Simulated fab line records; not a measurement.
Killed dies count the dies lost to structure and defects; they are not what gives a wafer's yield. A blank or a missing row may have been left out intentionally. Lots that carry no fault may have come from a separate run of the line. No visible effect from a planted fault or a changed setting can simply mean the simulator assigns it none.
Split-lot experiment :: flow n5Finfet :: 21 wafers read across 7 lots, on a route 1938 steps long

SPLIT DETAILS
At N5_GATE_CUT_CMP_23 (polishes, stops on SiO2, t overpolish 23.4 s, target thk 16 nm), the setting downForcePsi was moved away from the recipe's 2.5 psi on 6 of the 21 wafers read, by -11.5% to +21.7%. For the rest of the wafers, this setting stayed at what the recipe calls for.

The split's own step is where the reading is taken.

THE READING
SiNx_of_GATE_CUT_ALD_22.thkNm (the simulator's own value, which no gauge read), in nm, at N5_GATE_CUT_CMP_23 (polishes, stops on SiO2, t overpolish 23.4 s, target thk 16 nm). The file gives no usual value for it. Here, 15 wafers ran the recipe; their average is 16.0 nm with a standard deviation of 0.073 nm.

wafer: L078.4
tool, chamber at the split: cmp-02, 0,2
downForcePsi as run, psi: 2.213
against the recipe: -11.5%
SiNx_of_GATE_CUT_ALD_22.thkNm, nm: 16
against lot-mates on the recipe: no lot-mate on the recipe

wafer: L078.1
tool, chamber at the split: cmp-02, 0,2
downForcePsi as run, psi: 2.213
against the recipe: -11.5%
SiNx_of_GATE_CUT_ALD_22.thkNm, nm: 16
against lot-mates on the recipe: no lot-mate on the recipe

wafer: L078.3
tool, chamber at the split: cmp-02, 1
downForcePsi as run, psi: 2.213
against the recipe: -11.5%
SiNx_of_GATE_CUT_ALD_22.thkNm, nm: 15.8
against lot-mates on the recipe: no lot-mate on the recipe

wafer: L079.2
tool, chamber at the split: cmp-02, 3,0,1
downForcePsi as run, psi: 2.5
against the recipe: recipe
SiNx_of_GATE_CUT_ALD_22.thkNm, nm: 16
against lot-mates on the recipe: -

wafer: L079.6
tool, chamber at the split: cmp-02, 3,0,1
downForcePsi as run, psi: 2.5
against the recipe: recipe
SiNx_of_GATE_CUT_ALD_22.thkNm, nm: 16
against lot-mates on the recipe: -

wafer: L079.5
tool, chamber at the split: cmp-02, 3,0,1
downForcePsi as run, psi: 2.5
against the recipe: recipe
SiNx_of_GATE_CUT_ALD_22.thkNm, nm: 16
against lot-mates on the recipe: -

wafer: L081.3
tool, chamber at the split: cmp-02, 0
downForcePsi as run, psi: 3.043
against the recipe: +21.7%
SiNx_of_GATE_CUT_ALD_22.thkNm, nm: 15.4
against lot-mates on the recipe: -0.5

wafer: L081.5
tool, chamber at the split: cmp-02, 2
downForcePsi as run, psi: 2.5
against the recipe: recipe
SiNx_of_GATE_CUT_ALD_22.thkNm, nm: 16
against lot-mates on the recipe: -

wafer: L081.6
tool, chamber at the split: cmp-02, 3
downForcePsi as run, psi: 2.5
against the recipe: recipe
SiNx_of_GATE_CUT_ALD_22.thkNm, nm: 15.8
against lot-mates on the recipe: -

wafer: L083.3
tool, chamber at the split: cmp-02, 0,1,3
downForcePsi as run, psi: 2.5
against the recipe: recipe
SiNx_of_GATE_CUT_ALD_22.thkNm, nm: 16
against lot-mates on the recipe: -

wafer: L083.4
tool, chamber at the split: cmp-02, 0,1,3
downForcePsi as run, psi: 2.5
against the recipe: recipe
SiNx_of_GATE_CUT_ALD_22.thkNm, nm: 16
against lot-mates on the recipe: -

wafer: L083.5
tool, chamber at the split: cmp-02, 0,1,3
downForcePsi as run, psi: 2.5
against the recipe: recipe
SiNx_of_GATE_CUT_ALD_22.thkNm, nm: 16
against lot-mates on the recipe: -

wafer: L085.4
tool, chamber at the split: cmp-04, 1,0
downForcePsi as run, psi: 2.5
against the recipe: recipe
SiNx_of_GATE_CUT_ALD_22.thkNm, nm: 16
against lot-mates on the recipe: -

wafer: L085.5
tool, chamber at the split: cmp-04, 1,0
downForcePsi as run, psi: 2.5
against the recipe: recipe
SiNx_of_GATE_CUT_ALD_22.thkNm, nm: 16
against lot-mates on the recipe: -

wafer: L085.3
tool, chamber at the split: cmp-04, 2
downForcePsi as run, psi: 2.839
against the recipe: +13.6%
SiNx_of_GATE_CUT_ALD_22.thkNm, nm: 15.8
against lot-mates on the recipe: -0.2

wafer: L090.3
tool, chamber at the split: cmp-03, 1
downForcePsi as run, psi: 2.5
against the recipe: recipe
SiNx_of_GATE_CUT_ALD_22.thkNm, nm: 16.2
against lot-mates on the recipe: -

wafer: L090.1
tool, chamber at the split: cmp-03, 2,0
downForcePsi as run, psi: 2.5
against the recipe: recipe
SiNx_of_GATE_CUT_ALD_22.thkNm, nm: 16
against lot-mates on the recipe: -

wafer: L090.4
tool, chamber at the split: cmp-03, 2,0
downForcePsi as run, psi: 2.5
against the recipe: recipe
SiNx_of_GATE_CUT_ALD_22.thkNm, nm: 16
against lot-mates on the recipe: -

wafer: L095.4
tool, chamber at the split: cmp-02, 0,2
downForcePsi as run, psi: 2.5
against the recipe: recipe
SiNx_of_GATE_CUT_ALD_22.thkNm, nm: 16
against lot-mates on the recipe: -

wafer: L095.5
tool, chamber at the split: cmp-02, 0,2
downForcePsi as run, psi: 2.5
against the recipe: recipe
SiNx_of_GATE_CUT_ALD_22.thkNm, nm: 16
against lot-mates on the recipe: -

wafer: L095.6
tool, chamber at the split: cmp-02, 1
downForcePsi as run, psi: 2.898
against the recipe: +15.9%
SiNx_of_GATE_CUT_ALD_22.thkNm, nm: 15.6
against lot-mates on the recipe: -0.4
Where a row lists several chambers, the file gives one row for several wafers and doesn't say which wafer went through which chamber.

THE FIT
A straight line over all 21 wafers: SiNx_of_GATE_CUT_ALD_22.thkNm changes by -0.0145 nm for each +1% of downForcePsi; r = -0.68; the points scatter about the line by 0.13 nm.
The same after taking each lot's own level away (the mean of its wafers on the recipe; 18 wafers): -0.022 nm for each +1%; r = -0.93; scatter 0.061 nm.
Per that fit: largest downForcePsi move, reading shift of 0.48 nm.
From 15.90 to 16.07 nm: that is the span of the lots' own levels, equal to 2.3 times the standard deviation above.
So the lot-to-lot level blurs the effect unless lot-mates are compared.
Check: -0.451 nm against its lot-mates is what the line predicts for one of the wafers moved furthest among these (+21.7%) when that wafer is left out of the fit. Against them it came out at -0.5 nm.

THESE WAFERS: OTHER SPLITS
These wafers also went through other splits before the reading. Each is held against what the fit with the lots' levels taken away leaves over:
other split on the same wafers: N5_FIN_CUT_COAT_18 spinRpm
wafers away from the commonest value: 5
r with SiNx_of_GATE_CUT_ALD_22.thkNm (lot level and that fit taken away): +0.35

other split on the same wafers: N5_FIN_CUT_EXPOSE_05 doseMj
wafers away from the commonest value: 6
r with SiNx_of_GATE_CUT_ALD_22.thkNm (lot level and that fit taken away): +0.16

other split on the same wafers: N5_DUMMY_GATE_COAT_28 spinRpm
wafers away from the commonest value: 6
r with SiNx_of_GATE_CUT_ALD_22.thkNm (lot level and that fit taken away): +0.01

other split on the same wafers: N5_DUMMY_GATE_COAT_09 spinRpm
wafers away from the commonest value: 8
r with SiNx_of_GATE_CUT_ALD_22.thkNm (lot level and that fit taken away): -0.10

other split on the same wafers: N5_SD_EPI_N_ETCH_16 targetDepthA
wafers away from the commonest value: 3
r with SiNx_of_GATE_CUT_ALD_22.thkNm (lot level and that fit taken away): -0.38

other split on the same wafers: N5_ILD0_CMP_03 downForcePsi
wafers away from the commonest value: 10
r with SiNx_of_GATE_CUT_ALD_22.thkNm (lot level and that fit taken away): +0.11

other split on the same wafers: N5_HKMG_FIN_ALD_79 aldCycles
wafers away from the commonest value: 10
r with SiNx_of_GATE_CUT_ALD_22.thkNm (lot level and that fit taken away): +0.34

other split on the same wafers: N5_HKMG_FIN_PEB_10 pebTimeS
wafers away from the commonest value: 8
r with SiNx_of_GATE_CUT_ALD_22.thkNm (lot level and that fit taken away): +0.32

THE FILE'S OWN FIT
SiNx_of_GATE_CUT_ALD_22.thkNm changes by -0.0219 nm for each +1% of downForcePsi, r = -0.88.
